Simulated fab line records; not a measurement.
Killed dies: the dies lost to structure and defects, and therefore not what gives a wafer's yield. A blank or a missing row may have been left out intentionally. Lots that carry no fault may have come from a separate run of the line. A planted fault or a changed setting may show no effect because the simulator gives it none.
fab line records	flow n5_finfet	part 1 of 2: steps 1 to 3 of 6
record: lots: 19	wafers: 57	last_day: 18
route steps=1938 shown MOL_CONTACT_COAG@606 BEOL_M0_SAQP@663
lots that met no fault: taken from a fault-free run of the same line
start_h: hours from the record's first day to the start of the lot's first wafer shown	wait_h: hours from the lot's prior step to this one	" unchanged from the row above	L1.1+2: one row covering several wafers at once	- no value, or no start was given	* or withheld: withheld	< > ~ a bound
route shown NAME@n: NAME is a module with steps in the file, n the number in the route of the first one	usual: mean/standard deviation of fault-free wafers	same: alike in all rows	chamber/n: place in a boat	sites: the reading at each site	_std_site: standard deviation of those values	_edge_site: outer sites' mean less inner sites'	radius_mm: how far each site lies from the wafer's centre	mask NAME#n: copy n	behind: the last tool/chamber to shape the wafer	hold: cause of the lot's hold/its duration in hours/its outcome	device: the n, p or np transistor that did not switch	end of line: the tests these same wafers got at the end of their route	for a step that has no rows: nothing shown but its recipe	killed: the dies lost at the first sort to structure and to defects; this is not the yield of the wafer	map: shows each die of a wafer: x if killed, . if not, _ if none is there
set.NAME: the setting the step ran with; set.NAME@STEP: the setting that earlier step ran with	model.NAME: the simulator's own value behind a step, which no gauge read
steps of the route over a sample of lots; a table a step, a row a wafer
services: from which hour (start_h, from the record's first day; less than 0 if before it) a tool's chamber was out of use, for how many hours, and why
== steps ==
step: N5_MOL_CONTACT_COAG_ETCH_65
recipe: chemistry: N2/H2	target: underlayer	target_depth_a: 130	mask_material: CAR-EUV	time_s: 10.4	ion_energy_ev: 200	pressure_mtorr: 30	source_w: 840	bias_w: 150	n2_flow_sccm: 200	h2_flow_sccm: 200	ends: cleared
usual: drypump_motor_current_A: 5.9/0.55	etch_rf_on_time_s: 10.46/0.17	n2_flow_sccm: 200.0/0.54	oes_product_au: 0.69/0.079	rf_vpp_V: 524.0/2.7	showerhead_plenum_p_Torr: 2.55/0.094	throttle_valve_pct: 17.92/0.18
lot.wafer	tool	chamber	start_h	wait_h	drypump_motor_current_A	etch_rf_on_time_s	n2_flow_sccm	oes_product_au	rf_hours_counter_h	rf_vpp_V	showerhead_plenum_p_Torr	throttle_valve_pct
L074.2	rie_diel-02	1	101.51	0.0	5.5	10.54	199.3	0.65	149	521.1	2.44	17.80
L074.3	"	2	"	"	5.1	10.66	199.9	0.59	240	523.7	2.51	18.04
L074.4	"	0	"	"	6.0	10.56	200.2	0.59	226	519.1	2.41	17.85
L075.2	rie_diel-05	2	108.51	0.0	5.7	10.37	200.7	0.81	8	526.1	2.60	18.02
L075.3	"	3	"	"	6.0	10.29	199.9	0.60	240	519.7	2.40	18.26
L075.6	"	3	"	"	5.9	10.42	200.2	0.60	-	520.5	2.40	18.26
L076.1	rie_diel-01	3	114.65	0.0	5.4	10.65	200.2	0.66	114	524.8	2.57	18.19
L076.2	"	2	"	"	6.8	10.41	200.6	0.66	132	523.4	2.55	17.80
L076.4	"	2	"	"	6.8	10.39	200.7	0.67	-	523.1	2.55	17.79
L078.2	rie_diel-01	3	124.28	0.0	5.5	10.65	200.3	0.66	118	524.9	2.57	18.18
L078.5	"	1	"	"	6.0	10.24	199.5	0.77	-	526.8	2.59	18.02
L078.6	"	0	"	"	5.2	10.43	199.0	0.58	-	522.1	2.50	18.07
L079.4	rie_diel-01	1	134.19	0.0	6.0	10.22	199.7	0.77	-	525.1	2.59	18.04
L079.5	"	2	"	"	6.8	10.46	199.9	0.66	-	523.7	2.55	17.81
L079.6	"	3	"	"	5.4	10.62	200.8	0.65	-	524.5	2.57	18.22
L080.3	rie_diel-05	0	134.92	0.0	6.6	10.36	199.9	0.70	85	527.9	2.68	17.73
L080.4	"	1	"	"	6.8	10.44	200.7	0.61	-	520.4	2.42	17.94
L080.6	"	2	"	"	5.7	10.34	199.9	0.78	-	525.7	2.60	18.04
L082.1	rie_diel-02	3	147.46	0.0	5.7	10.44	199.7	0.63	166	525.9	2.65	17.95
L082.2	"	1	"	"	5.4	10.58	199.8	0.64	170	522.4	2.43	17.88
L082.3	"	0	"	"	6.0	10.50	200.7	0.58	247	519.2	2.40	17.89
L083.3	rie_diel-01	0	150.39	0.0	5.2	10.47	199.4	0.82	3	522.2	2.50	17.60
L083.4	"	1	"	"	6.0	10.29	199.5	0.76	44	524.3	2.59	18.04
L083.6	"	0	"	"	5.2	10.38	199.9	0.83	-	523.8	2.50	17.61
L085.1	rie_diel-01	0	167.25	0.0	5.2	10.57	200.3	0.80	8	522.9	2.50	17.61
L085.3	"	1	"	"	6.0	10.32	199.6	0.74	49	526.1	2.58	18.05
L085.6	"	1	"	"	6.0	10.33	200.5	0.75	-	523.6	2.58	18.04
L086.1	rie_diel-02	2	173.70	0.0	5.1	10.26	199.3	0.79	10	523.4	2.50	17.63
L086.2	"	3	"	"	5.7	10.61	200.2	0.62	173	527.8	2.64	17.95
L086.5	"	2	"	"	5.1	10.21	200.8	0.80	-	522.4	2.50	17.64
L087.2	rie_diel-02	3	176.46	0.0	5.7	10.49	199.7	0.63	174	527.6	2.64	17.97
L087.3	"	1	"	"	5.5	10.61	199.7	0.63	184	521.0	2.42	17.88
L087.4	"	2	"	"	5.1	10.19	199.7	0.79	-	523.1	2.50	17.66
L088.2	rie_diel-05	0	188.56	0.0	6.5	10.61	201.0	0.68	107	526.6	2.67	17.78
L088.3	"	1	"	"	6.8	10.76	199.4	0.58	210	520.0	2.41	17.97
L088.4	"	3	"	"	5.9	10.37	199.4	0.82	12	529.8	2.70	17.86
L089.1	rie_diel-01	2	188.83	0.0	6.8	10.51	199.0	0.64	161	523.7	2.54	17.85
L089.4	"	0	"	"	5.2	10.37	199.5	0.79	16	521.6	2.50	17.63
L089.6	"	3	"	"	5.4	10.60	199.9	0.65	-	524.4	2.56	18.23
L090.1	rie_diel-01	1	196.65	0.0	6.0	10.18	199.7	0.73	59	525.0	2.58	18.08
L090.3	"	3	"	"	5.4	10.54	199.9	0.64	145	523.2	2.55	18.23
L090.6	"	1	"	"	6.0	10.20	200.3	0.74	-	525.7	2.58	18.07
L092.3	rie_diel-02	3	209.17	0.0	5.7	10.57	200.8	0.62	186	524.0	2.64	17.97
L092.4	"	0	"	"	6.0	10.11	200.7	0.83	8	529.4	2.71	17.50
L092.6	"	1	"	"	5.5	10.54	200.7	0.62	-	521.2	2.42	17.92
L093.1	rie_diel-02	2	214.97	0.0	5.1	10.52	199.8	0.74	24	522.9	2.49	17.66
L093.3	"	1	"	"	5.5	10.95	199.6	0.61	197	519.4	2.42	17.91
L093.4	"	3	"	"	5.7	10.71	200.3	0.62	188	526.3	2.64	17.99
L094.4	rie_diel-05	2	220.48	0.0	5.7	10.43	199.8	0.73	48	524.3	2.59	18.07
L094.5	"	0	"	"	6.6	10.50	200.9	0.68	-	526.5	2.67	17.80
L094.6	"	1	"	"	6.8	10.72	200.3	0.58	-	518.6	2.41	17.99
L096.1	rie_diel-01	2	233.54	0.0	6.8	10.49	200.0	0.63	175	522.4	2.53	17.87
L096.3	"	1	"	"	6.0	10.26	199.2	0.73	71	524.7	2.57	18.08
L096.4	"	0	"	"	5.2	10.42	199.7	0.76	30	522.6	2.49	17.65
L097.3	rie_diel-02	1	236.63	0.0	5.4	10.76	200.6	0.61	204	520.3	2.42	17.92
L097.4	"	3	"	"	5.7	10.63	199.6	0.60	194	526.2	2.63	17.98
L097.5	"	1	"	"	5.4	10.67	200.4	0.61	-	520.7	2.42	17.94
step: N5_MOL_CONTACT_COAG_ETCH_66
recipe: chemistry: CF4	target: SiARC	target_depth_a: 130	mask_material: CAR-EUV	time_s: 21.7	ion_energy_ev: 80	pressure_mtorr: 40	source_w: 545	bias_w: 36	Ar_flow_sccm: 100	cf4_flow_sccm: 100	ends: cleared
usual: drypump_motor_current_A: 5.9/0.55	etch_rf_on_time_s: 21.7/0.37	oes_product_au: 0.69/0.079	rf_vpp_V: 184.1/1.2	showerhead_plenum_p_Torr: 2.15/0.075	throttle_valve_pct: 15.66/0.17
lot.wafer	tool	chamber	start_h	wait_h	drypump_motor_current_A	etch_rf_on_time_s	oes_product_au	rf_hours_counter_h	rf_vpp_V	showerhead_plenum_p_Torr	throttle_valve_pct
L074.2	rie_diel-02	1	101.53	0.0	5.5	21.9	0.64	149	183.1	2.06	15.61
L074.3	"	2	"	"	5.1	21.9	0.60	240	182.9	2.11	15.81
L074.4	"	0	"	"	6.0	21.9	0.59	226	183.4	2.03	15.66
L075.2	rie_diel-05	2	108.53	0.0	5.7	21.6	0.80	8	184.5	2.19	15.68
L075.3	"	3	"	"	5.9	21.4	0.61	240	182.3	2.02	15.98
L075.6	"	3	"	"	5.9	21.7	0.60	-	182.5	2.02	15.98
L076.1	rie_diel-01	3	114.67	0.0	5.4	22.0	0.66	114	184.5	2.15	15.82
L076.2	"	2	"	"	6.8	21.7	0.66	132	184.2	2.16	15.64
L076.4	"	2	"	"	6.8	21.5	0.67	-	184.3	2.16	15.62
L078.2	rie_diel-01	3	124.30	0.0	5.4	21.9	0.66	118	183.7	2.15	15.84
L078.5	"	1	"	"	6.0	21.2	0.77	-	185.7	2.19	15.74
L078.6	"	0	"	"	5.3	21.8	0.58	-	183.8	2.11	15.86
L079.4	rie_diel-01	1	134.23	0.0	6.0	21.3	0.77	-	183.0	2.18	15.75
L079.5	"	2	"	"	6.8	21.9	0.66	-	184.7	2.15	15.65
L079.6	"	3	"	"	5.4	22.4	0.65	-	183.9	2.15	15.84
L080.3	rie_diel-05	0	134.94	0.0	6.6	21.8	0.70	85	184.8	2.25	15.47
L080.4	"	1	"	"	6.7	21.9	0.60	-	183.8	2.05	15.71
L080.6	"	2	"	"	5.6	21.7	0.78	-	185.7	2.19	15.70
L082.1	rie_diel-02	3	147.48	0.0	5.7	21.9	0.63	166	185.7	2.22	15.70
L082.2	"	1	"	"	5.5	22.3	0.63	170	182.6	2.05	15.65
L082.3	"	0	"	"	6.0	22.0	0.58	247	182.4	2.02	15.71
L083.3	rie_diel-01	0	150.41	0.0	5.2	21.5	0.83	3	184.3	2.10	15.38
L083.4	"	1	"	"	6.0	21.4	0.76	44	184.4	2.18	15.76
L083.6	"	0	"	"	5.2	21.3	0.83	-	184.5	2.10	15.37
L085.1	rie_diel-01	0	167.27	0.0	5.2	21.2	0.82	8	183.6	2.10	15.39
L085.3	"	1	"	"	6.0	21.2	0.75	49	184.4	2.18	15.78
L085.6	"	1	"	"	6.0	21.2	0.75	-	185.4	2.18	15.77
L086.1	rie_diel-02	2	173.72	0.0	5.1	21.2	0.79	10	185.0	2.11	15.34
L086.2	"	3	"	"	5.7	21.9	0.63	173	184.4	2.22	15.74
L086.5	"	2	"	"	5.1	21.2	0.79	-	184.7	2.11	15.36
L087.2	rie_diel-02	3	176.48	0.0	5.7	21.9	0.63	175	185.7	2.21	15.73
L087.3	"	1	"	"	5.4	22.1	0.63	184	183.7	2.04	15.70
L087.4	"	2	"	"	5.1	21.3	0.78	-	183.7	2.11	15.36
L088.2	rie_diel-05	0	188.58	0.0	6.5	21.9	0.67	107	184.7	2.24	15.52
L088.3	"	1	"	"	6.8	22.0	0.59	210	183.1	2.04	15.76
L088.4	"	3	"	"	5.9	21.2	0.82	12	186.3	2.27	15.53
L089.1	rie_diel-01	2	188.85	0.0	6.8	21.7	0.65	161	183.1	2.15	15.68
L089.4	"	0	"	"	5.2	21.3	0.80	16	184.2	2.10	15.41
L089.6	"	3	"	"	5.4	21.9	0.64	-	183.9	2.14	15.87
L090.1	rie_diel-01	1	196.67	0.0	6.0	21.2	0.74	59	184.6	2.18	15.79
L090.3	"	3	"	"	5.4	22.0	0.64	145	182.9	2.14	15.90
L090.6	"	1	"	"	6.0	21.4	0.74	-	185.1	2.18	15.79
L092.3	rie_diel-02	3	209.19	0.0	5.7	22.1	0.61	186	185.5	2.21	15.76
L092.4	"	0	"	"	6.0	21.0	0.83	8	184.7	2.27	15.24
L092.6	"	1	"	"	5.5	22.1	0.62	-	183.6	2.04	15.69
L093.1	rie_diel-02	2	214.99	0.0	5.1	21.5	0.76	24	182.8	2.10	15.39
L093.3	"	1	"	"	5.5	22.5	0.61	197	183.3	2.04	15.69
L093.4	"	3	"	"	5.7	22.3	0.61	188	183.9	2.21	15.76
L094.4	rie_diel-05	2	220.50	0.0	5.7	21.8	0.73	48	183.9	2.18	15.76
L094.5	"	0	"	"	6.5	21.9	0.67	-	184.1	2.24	15.54
L094.6	"	1	"	"	6.7	22.2	0.58	-	185.5	2.04	15.77
L096.1	rie_diel-01	2	233.56	0.0	6.8	22.3	0.62	175	183.8	2.14	15.73
L096.3	"	1	"	"	6.0	21.7	0.72	71	183.7	2.17	15.81
L096.4	"	0	"	"	5.2	21.8	0.76	30	184.1	2.10	15.43
L097.3	rie_diel-02	1	236.65	0.0	5.5	22.5	0.60	204	182.4	2.04	15.72
L097.4	"	3	"	"	5.7	22.1	0.61	194	184.6	2.21	15.78
L097.5	"	1	"	"	5.4	22.6	0.60	-	184.4	2.04	15.71
step: N5_MOL_CONTACT_COAG_ETCH_67
recipe: chemistry: N2/H2	target: SOC	target_depth_a: 600	overetch_a: 210	mask_material: SiARC	temp_c: 40	time_s: 101.2	ion_energy_ev: 200	pressure_mtorr: 30	source_w: 840	bias_w: 150	n2_flow_sccm: 200	h2_flow_sccm: 200
usual: drypump_motor_current_A: 5.8/0.56	n2_flow_sccm: 200.0/0.6	oes_product_au: 0.67/0.067	rf_vpp_V: 523.9/2.4	showerhead_plenum_p_Torr: 2.55/0.077	throttle_valve_pct: 17.90/0.19
lot.wafer	tool	chamber	start_h	wait_h	drypump_motor_current_A	n2_flow_sccm	oes_product_au	rf_hours_counter_h	rf_vpp_V	showerhead_plenum_p_Torr	throttle_valve_pct
L074.2	rie_diel-01	0	102.10	0.0	5.2	199.6	0.57	243	521.6	2.51	18.03
L074.3	"	2	"	"	6.8	200.8	0.66	128	524.0	2.55	17.75
L074.4	"	1	"	"	6.0	200.8	0.76	23	524.7	2.59	17.97
L075.2	rie_diel-02	0	108.84	0.0	6.0	200.5	0.57	229	519.3	2.41	17.82
L075.3	"	3	"	"	5.7	199.4	0.64	149	527.0	2.65	17.87
L075.6	"	3	"	"	5.7	199.9	0.63	-	526.9	2.65	17.88
L076.1	rie_diel-01	3	114.97	0.0	5.4	200.3	0.65	114	525.5	2.57	18.14
L076.2	"	1	"	"	6.0	199.2	0.75	28	524.6	2.59	17.98
L076.4	"	2	"	"	6.8	199.0	0.65	-	524.6	2.55	17.77
L078.2	rie_diel-02	0	124.85	0.0	6.0	200.4	0.57	236	519.5	2.40	17.83
L078.5	"	3	"	"	5.7	200.2	0.63	-	525.4	2.65	17.88
L078.6	"	2	"	"	5.1	198.5	0.58	-	523.7	2.50	18.02
L079.4	rie_diel-01	2	134.90	0.0	6.8	199.2	0.65	-	524.0	2.55	17.77
L079.5	"	1	"	"	6.0	200.1	0.74	-	526.0	2.59	18.00
L079.6	"	3	"	"	5.4	200.2	0.66	-	525.7	2.57	18.17
L080.3	rie_diel-01	3	135.24	0.0	5.4	200.1	0.64	122	522.8	2.56	18.16
L080.4	"	2	"	"	6.8	199.7	0.65	-	523.9	2.55	17.78
L080.6	"	1	"	"	6.0	200.2	0.74	-	525.2	2.59	18.01
L082.1	rie_diel-02	0	147.78	0.0	6.0	200.2	0.58	247	519.1	2.40	17.85
L082.2	"	1	"	"	5.5	200.4	0.63	170	520.8	2.43	17.83
L082.3	"	3	"	"	5.7	199.2	0.63	166	526.4	2.65	17.91
L083.3	rie_diel-01	3	150.71	0.0	5.4	199.5	0.64	129	523.7	2.56	18.17
L083.4	"	0	"	"	5.3	200.1	0.81	3	524.0	2.50	17.57
L083.6	"	2	"	"	6.8	199.9	0.64	-	523.7	2.54	17.79
L085.1	rie_diel-02	2	167.56	0.0	5.1	200.0	0.77	7	521.4	2.50	17.60
L085.3	"	0	"	"	6.0	200.2	0.57	254	520.9	2.40	17.86
L085.6	"	2	"	"	5.1	199.8	0.77	-	522.1	2.50	17.62
L086.1	rie_diel-01	1	174.40	0.0	5.9	199.3	0.73	51	525.8	2.58	18.03
L086.2	"	0	"	"	5.2	200.4	0.79	11	523.2	2.50	17.60
L086.5	"	2	"	"	6.8	201.4	0.63	-	523.7	2.54	17.79
L087.2	rie_diel-05	1	176.88	0.0	6.7	200.0	0.58	206	519.6	2.41	17.94
L087.3	"	2	"	"	5.7	199.9	0.74	34	526.9	2.59	18.03
L087.4	"	0	"	"	6.6	199.6	0.68	103	527.7	2.67	17.73
L088.2	rie_diel-01	0	189.04	0.0	5.2	201.2	0.77	16	521.6	2.50	17.61
L088.3	"	1	"	"	6.0	199.9	0.71	57	525.1	2.58	18.05
L088.4	"	3	"	"	5.4	198.9	0.63	143	525.2	2.56	18.20
L089.1	rie_diel-01	0	189.38	0.0	5.2	200.1	0.77	16	522.6	2.50	17.61
L089.4	"	1	"	"	6.0	200.8	0.72	57	525.4	2.58	18.02
L089.6	"	2	"	"	6.8	201.2	0.63	-	523.0	2.54	17.81
L090.1	rie_diel-02	0	196.97	0.0	6.0	200.7	0.82	4	530.8	2.72	17.44
L090.3	"	3	"	"	5.7	200.6	0.62	182	526.1	2.64	17.95
L090.6	"	3	"	"	5.7	201.5	0.62	-	526.9	2.64	17.94
L092.3	rie_diel-01	1	209.93	0.0	6.0	199.8	0.72	62	526.0	2.58	18.04
L092.4	"	2	"	"	6.8	199.9	0.63	-	523.5	2.54	17.82
L092.6	"	3	"	"	5.5	201.6	0.63	-	524.4	2.55	18.22
L093.1	rie_diel-01	0	215.36	0.0	5.2	199.7	0.75	24	522.5	2.49	17.62
L093.3	"	1	"	"	6.0	199.8	0.71	64	524.7	2.58	18.05
L093.4	"	2	"	"	6.8	199.8	0.63	168	524.5	2.54	17.82
L094.4	rie_diel-02	1	220.79	0.0	5.4	200.3	0.61	200	519.4	2.42	17.88
L094.5	"	2	"	"	5.1	199.3	0.73	-	522.7	2.49	17.64
L094.6	"	1	"	"	5.5	198.7	0.61	-	518.9	2.42	17.88
L096.1	rie_diel-02	0	234.19	0.0	6.0	199.8	0.79	16	528.2	2.71	17.47
L096.3	"	3	"	"	5.7	200.0	0.61	193	524.6	2.64	17.98
L096.4	"	2	"	"	5.1	199.8	0.73	30	522.1	2.49	17.66
L097.3	rie_diel-01	0	237.21	0.0	5.2	199.8	0.75	31	522.0	2.49	17.63
L097.4	"	1	"	"	6.0	200.7	0.70	72	524.5	2.57	18.06
L097.5	"	0	"	"	5.2	200.1	0.74	-	521.8	2.49	17.63
